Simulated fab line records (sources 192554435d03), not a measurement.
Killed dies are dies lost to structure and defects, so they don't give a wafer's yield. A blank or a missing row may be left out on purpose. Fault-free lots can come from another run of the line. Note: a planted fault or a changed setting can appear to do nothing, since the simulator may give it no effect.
fab line records | flow n5Finfet
record lots=10 | wafers=30 | lastDay=17
route steps=1938 shown GATE_CUT@514 MOL_CONTACT_COAG@528 BEOL_M4@1111 PASSIVATION@1936
lots that met no fault: from a run of the same line without faults
startH: start of the lot's first displayed wafer, in hours after the record's first day | waitH: hours elapsed since this lot's preceding step | " same as the row above | L1.1+2: several wafers, shown together as one row | - either no value or no given start | * or withheld: withheld | < > ~ a bound
route shown NAME@n: NAME is a module with steps in the file, n the number in the route of the first one | usual: mean and standard deviation over wafers with no fault | same: alike in all rows | chamber/n: place in a boat | sites: per-site readings | _std_site: the values' standard deviation | _edge_site: the outer-site mean with the inner-site mean subtracted | radiusMm: for every site, how far away it sits from the centre of the wafer | mask NAME#n: copy n | behind: the last tool/chamber to shape the wafer | hold: cause of the lot's hold/its duration in hours/its outcome | device: the n, p or np transistor that did not switch | end of line: the same wafers' tests at the end of the route | a step with no rows: only its recipe | killed: the dies lost at the first sort to structure and to defects; this is not the yield of the wafer | map: a wafer's dies, marking killed ones x, the rest . and places with no die _
set.NAME: the setting as run; set.NAME@STEP: as run at that earlier step | model.NAME: the simulator's own value behind a step, which no gauge read
one table for each step of the route and one row for each wafer, over a sample of lots
services: a tool's chamber out of use, with start hour (startH, from the record's first day; less than 0 if before it), hours out, and reason
## steps
# step N5_GATE_CUT_CMP_61
# recipe stopOn=SiNx | tOverpolishS=3 | postCmpClean=alkalineBrush | downForcePsi=4 | platenRpm=27.09 | padVelocityMS=0.539
# usual motorCurrentA=12.8/1.4 | platenRpm=27.092/0.019
lot.wafer | tool   | chamber | startH | waitH | motorCurrentA | platenRpm
L843.2    | cmp-03 | 3       | 103.80 | 0.3   | 12.9          | 27.113
L843.4    | "      | 1       | "      | "     | 12.8          | 27.135
L843.5    | "      | 3       | "      | "     | 12.4          | 27.081
L844.3    | cmp-04 | 0       | 106.00 | 0.3   | 12.2          | 27.090
L844.5    | "      | 3       | "      | "     | 11.8          | 27.114
L844.6    | "      | 0       | "      | "     | 13.1          | 27.080
L845.4    | cmp-01 | 3       | 114.92 | 0.4   | 16.4          | 27.105
L845.1    | "      | 1       | "      | "     | 12.6          | 27.105
L845.5    | "      | 3       | "      | "     | 15.8          | 27.076
L847.2    | cmp-03 | 2       | 128.79 | 0.3   | 14.7          | 27.106
L847.5    | "      | 0       | "      | "     | 11.0          | 27.131
L847.6    | "      | 1       | "      | "     | 12.3          | 27.074
L857.2    | cmp-04 | 3       | 181.88 | 0.4   | 12.1          | 27.110
L857.1    | "      | 0       | "      | "     | 12.8          | 27.144
L857.3    | "      | 1       | "      | "     | 12.7          | 27.111
L859.4    | cmp-04 | 2       | 199.23 | 0.2   | 13.8          | 27.100
L859.5    | "      | 3       | "      | "     | 11.4          | 27.070
L859.6    | "      | 0       | "      | "     | 13.4          | 27.117
L861.3    | cmp-04 | 0       | 206.67 | 0.3   | 13.0          | 27.081
L861.2    | "      | 1       | "      | "     | 12.8          | 27.081
L861.1    | "      | 2       | "      | "     | 12.9          | 27.103
L862.1    | cmp-03 | 1       | 214.15 | 0.4   | 12.2          | 27.103
L862.2    | "      | 2       | "      | "     | 13.7          | 27.094
L862.3    | "      | 3       | "      | "     | 11.9          | 27.108
L863.3    | cmp-03 | 2       | 218.05 | 0.4   | 14.0          | 27.096
L863.4    | "      | 0       | "      | "     | 11.3          | 27.084
L863.1    | "      | 1       | "      | "     | 13.2          | 27.100
L864.1    | cmp-01 | 0       | 226.11 | 0.4   | 13.4          | 27.092
L864.3    | "      | 1       | "      | "     | 13.2          | 27.095
L864.6    | "      | 0       | "      | "     | 14.0          | 27.109
# step N5_MOL_CONTACT_COAG_INSPECT_10
# recipe mode=adi | inspectInstrument=brightfield
# usual rawDefectCount=80/30
lot.wafer | tool             | chamber | startH | waitH | rawDefectCount
L843.2    | defectInspect-02 | -       | 104.38 | 0.0   | 54
L843.4    | "                | -       | "      | "     | 42
L843.5    | "                | -       | "      | "     | 72
L844.3    | defectInspect-02 | -       | 106.61 | 0.0   | 84
L844.5    | "                | -       | "      | "     | 115
L844.6    | "                | -       | "      | "     | 93
L845.1    | defectInspect-02 | -       | 115.67 | 0.1   | 55
L845.4    | "                | -       | "      | "     | 54
L845.5    | "                | -       | "      | "     | 50
L847.2    | defectInspect-02 | -       | 129.34 | 0.0   | 62
L847.5    | "                | -       | "      | "     | 54
L847.6    | "                | -       | "      | "     | 87
L857.1    | defectInspect-02 | -       | 182.62 | 0.1   | 169
L857.2    | "                | -       | "      | "     | 135
L857.3    | "                | -       | "      | "     | 163
L859.4    | defectInspect-01 | -       | 199.76 | 0.0   | 63
L859.5    | "                | -       | "      | "     | 53
L859.6    | "                | -       | "      | "     | 104
L861.1    | defectInspect-01 | -       | 207.39 | 0.1   | 34
L861.2    | "                | -       | "      | "     | 50
L861.3    | "                | -       | "      | "     | 66
L862.1    | defectInspect-02 | -       | 214.77 | 0.1   | 126
L862.2    | "                | -       | "      | "     | 90
L862.3    | "                | -       | "      | "     | 66
L863.1    | defectInspect-01 | -       | 218.79 | 0.1   | 119
L863.3    | "                | -       | "      | "     | 145
L863.4    | "                | -       | "      | "     | 116
L864.1    | defectInspect-02 | -       | 226.86 | 0.1   | 82
L864.3    | "                | -       | "      | "     | 56
L864.6    | "                | -       | "      | "     | 87
# step N5_MOL_CONTACT_COAG_IMPLANT_129
# recipe species=Ge | energyKev=3 | doseCm2=6e+14 | tiltDeg=0 | rotationDeg=0
# usual beamOnS=35/4.8 | doseIonsCm2=6e+14/5.5e+11 | faradayCurrentUA=2175/300
lot.wafer | tool         | chamber | startH | waitH | beamOnS | doseIonsCm2 | faradayCurrentUA
L843.2    | implanter-01 | 0       | 104.88 | 0.1   | 40      | 5.993e+14   | 1870
L843.4    | "            | 0       | "      | "     | 39      | 5.997e+14   | 1940
L843.5    | "            | 0       | "      | "     | 40      | 6.001e+14   | 1866
L844.3    | implanter-01 | 0       | 107.40 | 0.1   | 10      | 6.09e+13    | 751
L844.5    | "            | 0       | "      | "     | 10      | 6.01e+13    | 747
L844.6    | "            | 0       | "      | "     | 10      | 6.08e+13    | 759
L845.1    | implanter-01 | 0       | 116.47 | 0.0   | 10      | 5.94e+13    | 744
L845.4    | "            | 0       | "      | "     | 10      | 6.01e+13    | 782
L845.5    | "            | 0       | "      | "     | 10      | 5.96e+13    | 755
L847.2    | implanter-01 | 0       | 129.84 | 0.1   | 10      | 5.95e+13    | 758
L847.5    | "            | 0       | "      | "     | 10      | 6.04e+13    | 756
L847.6    | "            | 0       | "      | "     | 10      | 6e+13       | 754
L857.1    | implanter-02 | 0       | 183.27 | 0.0   | 31      | 6.005e+14   | 2457
L857.2    | "            | 0       | "      | "     | 30      | 6.014e+14   | 2487
L857.3    | "            | 0       | "      | "     | 30      | 5.995e+14   | 2484
L859.4    | implanter-02 | 0       | 200.31 | 0.1   | 30      | 5.997e+14   | 2496
L859.5    | "            | 0       | "      | "     | 31      | 5.995e+14   | 2426
L859.6    | "            | 0       | "      | "     | 31      | 5.998e+14   | 2460
L861.1    | implanter-01 | 0       | 207.86 | 0.0   | 42      | 5.997e+14   | 1790
L861.2    | "            | 0       | "      | "     | 40      | 5.993e+14   | 1900
L861.3    | "            | 0       | "      | "     | 40      | 5.992e+14   | 1864
L862.1    | implanter-02 | 0       | 215.82 | 0.0   | 30      | 6.001e+14   | 2535
L862.2    | "            | 0       | "      | "     | 30      | 5.993e+14   | 2542
L862.3    | "            | 0       | "      | "     | 30      | 6e+14       | 2510
L863.1    | implanter-02 | 0       | 219.32 | 0.0   | 30      | 6.003e+14   | 2529
L863.3    | "            | 0       | "      | "     | 31      | 6.009e+14   | 2435
L863.4    | "            | 0       | "      | "     | 29      | 6.003e+14   | 2590
L864.1    | implanter-02 | 0       | 227.32 | 0.0   | 31      | 6.003e+14   | 2460
L864.3    | "            | 0       | "      | "     | 30      | 5.995e+14   | 2488
L864.6    | "            | 0       | "      | "     | 31      | 6e+14       | 2451
# step N5_MOL_CONTACT_COAG_PRE_CLEAN_142
# recipe gas=H2/He | timeS=60 | tempC=300
# usual heaterPowerW=422/46
lot.wafer | tool          | chamber | startH | waitH | heaterPowerW
L843.2    | pvdSputter-03 | -       | 109.85 | 1.4   | 426
L843.4    | "             | -       | "      | "     | 366
L843.5    | "             | -       | "      | "     | 363
L844.3    | pvdSputter-02 | -       | 115.29 | 2.2   | 432
L844.5    | "             | -       | "      | "     | 413
L844.6    | "             | -       | "      | "     | 474
L845.1    | pvdSputter-02 | -       | 120.08 | 0.9   | 476
L845.4    | "             | -       | "      | "     | 426
L845.5    | "             | -       | "      | "     | 440
L847.2    | pvdSputter-03 | -       | 134.31 | 1.3   | 398
L847.5    | "             | -       | "      | "     | 364
L847.6    | "             | -       | "      | "     | 421
L857.1    | pvdSputter-02 | -       | 188.78 | 2.6   | 431
L857.2    | "             | -       | "      | "     | 454
L857.3    | "             | -       | "      | "     | 412
L859.4    | pvdSputter-03 | -       | 205.83 | 2.5   | 453
L859.5    | "             | -       | "      | "     | 417
L859.6    | "             | -       | "      | "     | 457
L861.1    | pvdSputter-03 | -       | 214.87 | 1.9   | 445
L861.2    | "             | -       | "      | "     | 417
L861.3    | "             | -       | "      | "     | 363
L862.1    | pvdSputter-01 | -       | 222.74 | 3.2   | 436
L862.2    | "             | -       | "      | "     | 350
L862.3    | "             | -       | "      | "     | 526
L863.1    | pvdSputter-02 | -       | 226.17 | 2.2   | 438
L863.3    | "             | -       | "      | "     | 467
L863.4    | "             | -       | "      | "     | 470
L864.1    | pvdSputter-03 | -       | 232.32 | 1.5   | 363
L864.3    | "             | -       | "      | "     | 457
L864.6    | "             | -       | "      | "     | 458
# step N5_BEOL_M4_RC_MEAS_101
# usual DIBL_N=36.5/1.4 | DIBL_P=36.6/1.6 | IOFF_N=0.160/0.024 | IOFF_P=0.217/0.029 | ION_N=674/8.7 | ION_P=464/6.5 | RC_DENSE_N=18.9/0.35 | RC_DENSE_P=23.6/0.45 | RC_N=15.43/0.28 | RC_P=19.3/0.35 | REXT_N=76.1/1.8 | REXT_P=99.8/2.1 | SS_N=71.6/0.47 | SS_P=73.4/0.57 | VT_N=250.0/2.5 | VT_P=-250/3.1
lot.wafer | tool      | chamber | startH | waitH | DIBL_N[mV/V] | DIBL_P[mV/V] | IOFF_N[nA/um] | IOFF_P[nA/um] | ION_N[uA/um] | ION_P[uA/um] | RC_DENSE_N[ohm.um] | RC_DENSE_P[ohm.um] | RC_N[ohm.um] | RC_P[ohm.um] | REXT_N[ohm.um] | REXT_P[ohm.um] | SS_N[mV/dec] | SS_P[mV/dec] | VT_N[mV] | VT_P[mV]
L843.2    | prober-01 | 0       | 185.60 | 0.2   | 36.9         | 37.8         | 0.177         | 0.222         | 669          | 460          | 19.0               | 23.9               | 15.42        | 19.6         | 81.9           | 101.8          | 71.7         | 73.2         | 248.6    | -249
L843.4    | "         | 0       | "      | "     | 34.8         | 34.3         | 0.138         | 0.175         | 678          | 463          | 18.6               | 23.2               | 15.00        | 19.0         | 80.3           | 102.2          | 70.9         | 73.1         | 253.1    | -252
L843.5    | "         | 0       | "      | "     | 37.4         | 37.7         | 0.188         | 0.220         | 690          | 466          | 18.6               | 23.6               | 15.26        | 19.3         | 80.2           | 102.6          | 71.8         | 74.0         | 247.8    | -250
L844.3    | prober-02 | 0       | 193.68 | 0.3   | 34.9         | 35.5         | 0.155         | 0.228         | 661          | 460          | 35.0               | 43.1               | 28.21        | 35.7         | 88.5           | 111.8          | 71.6         | 73.5         | 249.3    | -249
L844.5    | "         | 0       | "      | "     | 33.5         | 33.6         | 0.128         | 0.191         | 648          | 455          | 35.4               | 43.9               | 28.88        | 35.9         | 88.4           | 112.3          | 71.3         | 72.9         | 252.2    | -252
L844.6    | "         | 0       | "      | "     | 35.1         | 36.0         | 0.159         | 0.224         | 668          | 460          | 35.1               | 43.9               | 28.46        | 35.5         | 88.2           | 112.8          | 72.0         | 73.1         | 249.7    | -247
L845.1    | prober-01 | 0       | 195.34 | 0.0   | 37.1         | 37.2         | 0.180         | 0.253         | 668          | 463          | 35.0               | 43.7               | 28.78        | 35.7         | 88.5           | 114.0          | 71.6         | 73.5         | 247.7    | -247
L845.4    | "         | 0       | "      | "     | 36.6         | 36.7         | 0.178         | 0.256         | 655          | 457          | 36.2               | 44.8               | 29.56        | 36.5         | 90.8           | 113.9          | 71.7         | 72.6         | 247.2    | -246
L845.5    | "         | 0       | "      | "     | 36.3         | 36.3         | 0.169         | 0.241         | 665          | 463          | 35.4               | 44.3               | 29.12        | 36.2         | 90.1           | 113.1          | 71.6         | 73.6         | 244.9    | -245
L847.2    | prober-01 | 0       | 212.97 | 0.2   | 36.2         | 36.6         | 0.161         | 0.244         | 651          | 461          | 35.8               | 44.2               | 28.68        | 36.3         | 91.3           | 114.2          | 71.7         | 74.0         | 248.0    | -245
L847.5    | "         | 0       | "      | "     | 35.4         | 34.5         | 0.140         | 0.202         | 651          | 451          | 35.7               | 44.7               | 29.09        | 36.2         | 89.8           | 114.5          | 71.5         | 72.5         | 250.6    | -246
L847.6    | "         | 0       | "      | "     | 36.4         | 37.0         | 0.168         | 0.238         | 659          | 458          | 36.3               | 45.6               | 29.52        | 36.8         | 90.3           | 114.9          | 71.6         | 73.5         | 248.6    | -246
L857.1    | prober-02 | 0       | 263.15 | 0.0   | 35.3         | 34.9         | 0.123         | 0.158         | 667          | 452          | 19.4               | 24.2               | 15.72        | 19.6         | 79.0           | 96.2           | 71.6         | 73.2         | 255.3    | -256
L857.2    | "         | 0       | "      | "     | 36.2         | 35.7         | 0.135         | 0.168         | 672          | 452          | 18.9               | 23.3               | 15.42        | 18.9         | 77.8           | 95.4           | 71.6         | 72.9         | 253.1    | -256
L857.3    | "         | 0       | "      | "     | 36.7         | 36.2         | 0.145         | 0.174         | 664          | 448          | 19.5               | 23.9               | 15.83        | 19.6         | 78.1           | 96.8           | 71.8         | 72.7         | 252.7    | -255
L859.4    | prober-01 | 0       | 278.41 | 0.5   | 36.7         | 38.8         | 0.167         | 0.226         | 666          | 463          | 19.3               | 23.9               | 15.64        | 19.6         | 78.6           | 100.8          | 72.0         | 74.2         | 249.4    | -253
L859.5    | "         | 0       | "      | "     | 36.8         | 39.0         | 0.173         | 0.231         | 669          | 459          | 18.9               | 23.5               | 15.38        | 19.1         | 77.7           | 100.5          | 71.6         | 73.8         | 250.7    | -250
L859.6    | "         | 0       | "      | "     | 35.0         | 36.9         | 0.146         | 0.194         | 672          | 460          | 19.0               | 23.7               | 15.57        | 19.4         | 78.0           | 101.8          | 71.7         | 73.3         | 250.6    | -252
L862.1    | prober-01 | 0       | 286.38 | 0.0   | 35.9         | 35.8         | 0.153         | 0.224         | 681          | 465          | 18.6               | 23.2               | 15.21        | 19.3         | 76.4           | 103.7          | 71.5         | 73.0         | 249.2    | -249
L862.2    | "         | 0       | "      | "     | 34.7         | 34.1         | 0.133         | 0.208         | 670          | 466          | 18.5               | 23.4               | 15.09        | 19.2         | 76.6           | 102.6          | 70.7         | 73.3         | 252.9    | -246
L862.3    | "         | 0       | "      | "     | 35.5         | 34.8         | 0.139         | 0.221         | 662          | 465          | 18.5               | 23.6               | 15.17        | 19.3         | 76.6           | 101.9          | 71.4         | 73.3         | 250.5    | -246
L861.1    | prober-01 | 0       | 294.50 | 0.0   | 36.0         | 36.0         | 0.152         | 0.212         | 674          | 466          | 18.6               | 23.2               | 15.13        | 19.1         | 75.2           | 98.8           | 71.5         | 72.5         | 253.1    | -250
L861.2    | "         | 0       | "      | "     | 35.5         | 34.9         | 0.131         | 0.190         | 667          | 456          | 18.8               | 23.7               | 15.28        | 19.1         | 76.7           | 100.3          | 71.3         | 72.5         | 253.4    | -251
L861.3    | "         | 0       | "      | "     | 34.7         | 33.0         | 0.125         | 0.175         | 667          | 465          | 18.2               | 22.9               | 14.95        | 19.0         | 75.0           | 99.3           | 71.0         | 72.0         | 252.4    | -250
L863.1    | prober-01 | 0       | 301.14 | 0.0   | 35.8         | 38.6         | 0.164         | 0.217         | 677          | 454          | 19.2               | 24.0               | 15.64        | 19.4         | 76.5           | 101.7          | 71.6         | 73.5         | 248.1    | -249
L863.3    | "         | 0       | "      | "     | 34.8         | 37.1         | 0.143         | 0.193         | 677          | 461          | 18.9               | 23.8               | 15.51        | 19.4         | 74.6           | 99.5           | 70.9         | 73.4         | 252.1    | -250
L863.4    | "         | 0       | "      | "     | 37.9         | 40.1         | 0.199         | 0.236         | 686          | 458          | 19.2               | 23.6               | 15.46        | 19.4         | 74.4           | 102.3          | 73.0         | 74.4         | 248.2    | -249
L864.1    | prober-02 | 0       | 304.14 | 0.0   | 37.0         | 36.3         | 0.169         | 0.218         | 677          | 459          | 19.0               | 23.9               | 15.44        | 19.6         | 76.9           | 100.1          | 72.2         | 72.9         | 249.2    | -251
L864.3    | "         | 0       | "      | "     | 36.4         | 36.3         | 0.166         | 0.213         | 682          | 464          | 19.2               | 24.0               | 15.57        | 19.6         | 76.8           | 99.4           | 71.4         | 74.0         | 247.6    | -252
L864.6    | "         | 0       | "      | "     | 36.7         | 36.4         | 0.173         | 0.222         | 680          | 464          | 18.9               | 23.7               | 15.47        | 19.6         | 76.3           | 100.1          | 72.0         | 73.8         | 247.2    | -249
# step N5_PASSIVATION_PROBE_49
# usual defectLimitedYield=91.2/1.4 | killed_at_M0_to_M3=34/9.4 | killed_at_M4_up=13/5.8 | killedAtContacts=13/6.4 | killedAtFrontEnd=41/11 | killedAtOther=3.1/2.3 | killedDies=103/16 | killedOpen=69/12 | killedShort=33/7.8 | sort_bin_5_function=5.1/0.91 | sort_bin_6_memory=3.3/0.63 | sortNPass=1077/16 | sortYieldPct=91.2/1.4
# same grossDies=1180 | killedAtBackSide=0 | sort_bin_4_leakage[%]=0 | sort_bin_8_speed[%]=0
lot.wafer | tool      | chamber | startH | waitH | defectLimitedYield[%] | killed_at_M0_to_M3 | killed_at_M4_up | killedAtContacts | killedAtFrontEnd | killedAtOther | killedDies | killedOpen | killedShort | sort_bin_5_function[%] | sort_bin_6_memory[%] | sortNPass | sortYieldPct[%]
L863.1    | prober-01 | -       | 400.81 | 0.0   | 91.4                  | 31                 | 12              | 19               | 39               | 0             | 101        | 68         | 32          | 4.6                    | 3.6                  | 1079      | 91.4
L863.3    | prober-01 | -       | 400.91 | 0.1   | 91.9                  | 12                 | 18              | 12               | 46               | 7             | 95         | 70         | 25          | 4.5                    | 3.2                  | 1085      | 91.9
L863.4    | prober-01 | -       | 400.96 | 0.2   | 93.1                  | 19                 | 10              | 12               | 39               | 1             | 81         | 57         | 22          | 4.1                    | 2.6                  | 1099      | 93.1
# killed by level:class
L863.1 MOL_CONTACT_COAG:geometricParticle:open=14 FIN_SAQP:geometricParticle:open=11 BEOL_M4:geometricParticle:open=10 FIN_SAQP:geometricParticle:short=9 STI_FIN_REVEAL:geometricParticle:open=8 BEOL_M2:geometricParticle:open=8 BEOL_M0_SAQP:geometricParticle:open=6 BEOL_M3:geometricParticle:open=6
L863.3 FIN_SAQP:geometricParticle:open=21 BEOL_M4:geometricParticle:open=11 MOL_CONTACT_COAG:geometricParticle:open=9 GATE_CUT:geometricParticle:short=6 BEOL_M0_SAQP:geometricParticle:open=6 STI_FIN_REVEAL:geometricParticle:open=5 FIN_SAQP:geometricParticle:short=4 DUMMY_GATE:geometricParticle:open=3
L863.4 MOL_CONTACT_COAG:geometricParticle:open=10 FIN_SAQP:geometricParticle:open=9 STI_FIN_REVEAL:geometricParticle:open=7 BEOL_M4:geometricParticle:open=7 FIN_SAQP:geometricParticle:short=6 BEOL_M1:geometricParticle:open=5 STARTING-WAFER:geometricParticle:short=5 BEOL_M2:geometricParticle:open=4
## services
tool          | chamber | startH | hours | kind
cmp-01        | -       | 84.26  | 1.0   | repair
implanter-02  | -       | 90.88  | 4.3   | pm
cmp-03        | -       | 94.83  | 0.4   | repair
pvdSputter-01 | -       | 96.99  | 3.6   | repair
cmp-01        | -       | 115.10 | 4.0   | pm
cmp-01        | -       | 119.10 | -     | consumableReplace:conditioner
cmp-01        | -       | 119.10 | -     | consumableReplace:pad
cmp-01        | -       | 132.38 | 17.3  | repair
implanter-02  | -       | 165.29 | 6.0   | repair
pvdSputter-03 | -       | 168.44 | 10.5  | repair
implanter-01  | -       | 168.62 | 3.5   | repair
implanter-01  | -       | 173.48 | 3.2   | pm
cmp-04        | -       | 194.47 | 1.4   | repair
cmp-03        | -       | 198.27 | 1.0   | repair
implanter-02  | -       | 220.35 | 1.9   | repair
cmp-04        | -       | 220.43 | 0.9   | repair
cmp-04        | -       | 223.47 | 4.0   | pm
cmp-04        | -       | 227.47 | -     | consumableReplace:conditioner
cmp-04        | -       | 227.47 | -     | consumableReplace:pad
## key
firstSign step=N5_MOL_CONTACT_COAG_IMPLANT_129 | reading=doseIonsCm2 | direction=down | sigmas=99+ | usual=6e+14 | struck=6.01e+13
effect step=N5_MOL_CONTACT_COAG_IMPLANT_129 | reading=beamOnS | direction=down | sigmas=5.3 | usual=35 | struck=10
effect step=N5_BEOL_M4_RC_MEAS_101 | reading=RC_N | direction=up | sigmas=49 | usual=15.43 | struck=28.92
effect step=N5_BEOL_M4_RC_MEAS_101 | reading=RC_P | direction=up | sigmas=48 | usual=19.3 | struck=36.1
effect step=N5_BEOL_M4_RC_MEAS_101 | reading=RC_DENSE_N | direction=up | sigmas=47 | usual=18.9 | struck=35.6
effect step=N5_BEOL_M4_RC_MEAS_101 | reading=RC_DENSE_P | direction=up | sigmas=46 | usual=23.6 | struck=44.2
effect step=N5_BEOL_M4_RC_MEAS_101 | reading=REXT_N | direction=up | sigmas=7.6 | usual=76.1 | struck=89.5
effect step=N5_BEOL_M4_RC_MEAS_101 | reading=REXT_P | direction=up | sigmas=6.4 | usual=99.8 | struck=113.5
effect step=N5_BEOL_M4_RC_MEAS_101 | reading=ION_N | direction=down | sigmas=1.8 | usual=674 | struck=658
metAt N5_MOL_CONTACT_COAG_IMPLANT_129
struckLots L844,L845,L847
notActingAt N5_GATE_CUT_CMP_61,N5_MOL_CONTACT_COAG_INSPECT_10,N5_MOL_CONTACT_COAG_PRE_CLEAN_142
onsetBetween 104.88 107.40
fault kind=processParameterDrift | tool=implanter-01 | chamber=- | onsetH=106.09 | steps=N5_MOL_CONTACT_COAG_IMPLANT_129 | channel=doseCm2 | offset=-5.4e+14 | shape=step | endH=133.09 | actsIn=theseRecipesOnly | stated=6e+14
